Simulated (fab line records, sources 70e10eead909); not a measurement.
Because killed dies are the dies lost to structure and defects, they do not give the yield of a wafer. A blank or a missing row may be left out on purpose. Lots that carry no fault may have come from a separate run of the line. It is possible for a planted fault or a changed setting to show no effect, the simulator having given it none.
Commonality check across tools || flow nand_harc || 6 lots and 18 wafers in the sample

== WHAT PROMPTED THE OPENING ==
Flagged at NHARC_END_SORT_01: reading killed_dies, on 3 of 6 lots. Wafers without a fault read 62, standard deviation 19.
Rule: a lot is flagged in two cases, either no wafer of it has a number, or all its wafers with numbers fall more than 4 standard deviations from that mean. The rest of the lots are taken to be sound.

{"lot": "L580", "measured": "day 25 23:10", "on": "prober-02", "killed_dies, wafer by wafer": "89 88 88", "flag": ""}
{"lot": "L581", "measured": "day 26 19:47", "on": "prober-01", "killed_dies, wafer by wafer": "51 58 45", "flag": ""}
{"lot": "L588", "measured": "day 29 15:41", "on": "prober-01", "killed_dies, wafer by wafer": "193 199 202", "flag": "FLAGGED"}
{"lot": "L587", "measured": "day 29 16:26", "on": "prober-02", "killed_dies, wafer by wafer": "220 201 215", "flag": "FLAGGED"}
{"lot": "L589", "measured": "day 30 18:28", "on": "prober-01", "killed_dies, wafer by wafer": "199 194 191", "flag": "FLAGGED"}
{"lot": "L598", "measured": "day 34 06:13", "on": "prober-02", "killed_dies, wafer by wafer": "46 33 60", "flag": ""}
The mean of the flagged lots' numbers is 202, +140 from the usual (+7 standard deviations).

== WHICH TOOL RAN EACH LOT ==
Before the reading, the record contains 4 process steps out of a 1302-step route. Each cell gives the tool, then ch followed by the chambers the sampled wafers passed through, then the start.
{"lot": "L580", "flag": "", "NHARC_A_SOURCE_PLATE_PVD_04": "pvd_sputter-02, day 9 04:17", "NHARC_THIN_TSV_DEP_43": "pecvd-01 ch 1,2, day 25 08:32", "NHARC_THIN_TSV_PRE_CLEAN_54": "pvd_sputter-02, day 25 14:12", "NHARC_THIN_TSV_DESCUM_35": "rie_diel-03 ch 1,2,3, day 25 15:25"}
{"lot": "L581", "flag": "", "NHARC_A_SOURCE_PLATE_PVD_04": "pvd_sputter-03, day 9 16:10", "NHARC_THIN_TSV_DEP_43": "pecvd-01 ch 1,2, day 26 03:23", "NHARC_THIN_TSV_PRE_CLEAN_54": "pvd_sputter-03, day 26 09:02", "NHARC_THIN_TSV_DESCUM_35": "rie_diel-10 ch 0,1, day 26 10:15"}
{"lot": "L588", "flag": "FLAGGED", "NHARC_A_SOURCE_PLATE_PVD_04": "pvd_sputter-02, day 12 12:26", "NHARC_THIN_TSV_DEP_43": "pecvd-04 ch 0,1,2, day 29 01:25", "NHARC_THIN_TSV_PRE_CLEAN_54": "pvd_sputter-01, day 29 06:52", "NHARC_THIN_TSV_DESCUM_35": "rie_diel-03 ch 0,1,2, day 29 08:07"}
{"lot": "L587", "flag": "FLAGGED", "NHARC_A_SOURCE_PLATE_PVD_04": "pvd_sputter-02, day 12 02:33", "NHARC_THIN_TSV_DEP_43": "pecvd-04 ch 0,1, day 28 20:53", "NHARC_THIN_TSV_PRE_CLEAN_54": "pvd_sputter-03, day 29 02:32", "NHARC_THIN_TSV_DESCUM_35": "rie_diel-10 ch 1,2,3, day 29 03:46"}
{"lot": "L589", "flag": "FLAGGED", "NHARC_A_SOURCE_PLATE_PVD_04": "pvd_sputter-02, day 13 07:54", "NHARC_THIN_TSV_DEP_43": "pecvd-01 ch 1,2, day 30 02:28", "NHARC_THIN_TSV_PRE_CLEAN_54": "pvd_sputter-01, day 30 08:17", "NHARC_THIN_TSV_DESCUM_35": "rie_diel-10 ch 0,1,3, day 30 09:31"}
{"lot": "L598", "flag": "", "NHARC_A_SOURCE_PLATE_PVD_04": "pvd_sputter-01, day 17 00:13", "NHARC_THIN_TSV_DEP_43": "pecvd-03 ch 0,2, day 33 11:20", "NHARC_THIN_TSV_PRE_CLEAN_54": "pvd_sputter-02, day 33 17:03", "NHARC_THIN_TSV_DESCUM_35": "rie_diel-10 ch 1,2,3, day 33 18:08"}
What these steps do:
- NHARC_A_SOURCE_PLATE_PVD_04: deposits WSi2, target thk 50 nm.
- NHARC_THIN_TSV_DEP_43: deposits SiO2, target thk 1328.5 nm.
- NHARC_THIN_TSV_PRE_CLEAN_54: time 30 s.
- NHARC_THIN_TSV_DESCUM_35: chemistry O2, time 3 s.
- NHARC_END_SORT_01

== FLAGGED AGAINST TOTAL, ONE TOOL AT A TIME (gauges that did the reading follow at the end) ==
{"step": "NHARC_A_SOURCE_PLATE_PVD_04", "tool": "pvd_sputter-01", "lots run": 1, "flagged": 0, "share of the flagged lots": "none", "sound lots run after its first flagged lot": "-"}
{"step": "NHARC_A_SOURCE_PLATE_PVD_04", "tool": "pvd_sputter-02", "lots run": 4, "flagged": 3, "share of the flagged lots": "all", "sound lots run after its first flagged lot": 0}
{"step": "NHARC_A_SOURCE_PLATE_PVD_04", "tool": "pvd_sputter-03", "lots run": 1, "flagged": 0, "share of the flagged lots": "none", "sound lots run after its first flagged lot": "-"}
{"step": "NHARC_THIN_TSV_DEP_43", "tool": "pecvd-01", "lots run": 3, "flagged": 1, "share of the flagged lots": "some", "sound lots run after its first flagged lot": 0}
{"step": "NHARC_THIN_TSV_DEP_43", "tool": "pecvd-03", "lots run": 1, "flagged": 0, "share of the flagged lots": "none", "sound lots run after its first flagged lot": "-"}
{"step": "NHARC_THIN_TSV_DEP_43", "tool": "pecvd-04", "lots run": 2, "flagged": 2, "share of the flagged lots": "some", "sound lots run after its first flagged lot": 0}
{"step": "NHARC_THIN_TSV_PRE_CLEAN_54", "tool": "pvd_sputter-01", "lots run": 2, "flagged": 2, "share of the flagged lots": "some", "sound lots run after its first flagged lot": 0}
{"step": "NHARC_THIN_TSV_PRE_CLEAN_54", "tool": "pvd_sputter-02", "lots run": 2, "flagged": 0, "share of the flagged lots": "none", "sound lots run after its first flagged lot": "-"}
{"step": "NHARC_THIN_TSV_PRE_CLEAN_54", "tool": "pvd_sputter-03", "lots run": 2, "flagged": 1, "share of the flagged lots": "some", "sound lots run after its first flagged lot": 0}
{"step": "NHARC_THIN_TSV_DESCUM_35", "tool": "rie_diel-03", "lots run": 2, "flagged": 1, "share of the flagged lots": "some", "sound lots run after its first flagged lot": 0}
{"step": "NHARC_THIN_TSV_DESCUM_35", "tool": "rie_diel-10", "lots run": 4, "flagged": 2, "share of the flagged lots": "some", "sound lots run after its first flagged lot": "1 (L598)"}
{"step": "NHARC_END_SORT_01", "tool": "prober-01", "lots run": 3, "flagged": 2, "share of the flagged lots": "some", "sound lots run after its first flagged lot": 0}
{"step": "NHARC_END_SORT_01", "tool": "prober-02", "lots run": 3, "flagged": 1, "share of the flagged lots": "some", "sound lots run after its first flagged lot": "1 (L598)"}

== WHAT IS ALLOWED BY THE TABLE ==
In the table, 1 row covers all flagged lots: pvd_sputter-02 at NHARC_A_SOURCE_PLATE_PVD_04.
- pvd_sputter-02 at NHARC_A_SOURCE_PLATE_PVD_04 ran 4 lots, 3 of them flagged. Last sound lot L580 at day 9 04:17, first flagged lot L587 at day 12 02:33; a fault beginning in between fits.
Left over: one tool, pvd_sputter-02 at NHARC_A_SOURCE_PLATE_PVD_04.

== WHAT THE SIMULATOR PUT IN ==
Beginning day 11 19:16, the whole step at NHARC_A_SOURCE_PLATE_PVD_04 was skipped on pvd_sputter-02. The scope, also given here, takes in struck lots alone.
Lots struck among those shown: L588, L587, L589. This agrees with what the rule above found.
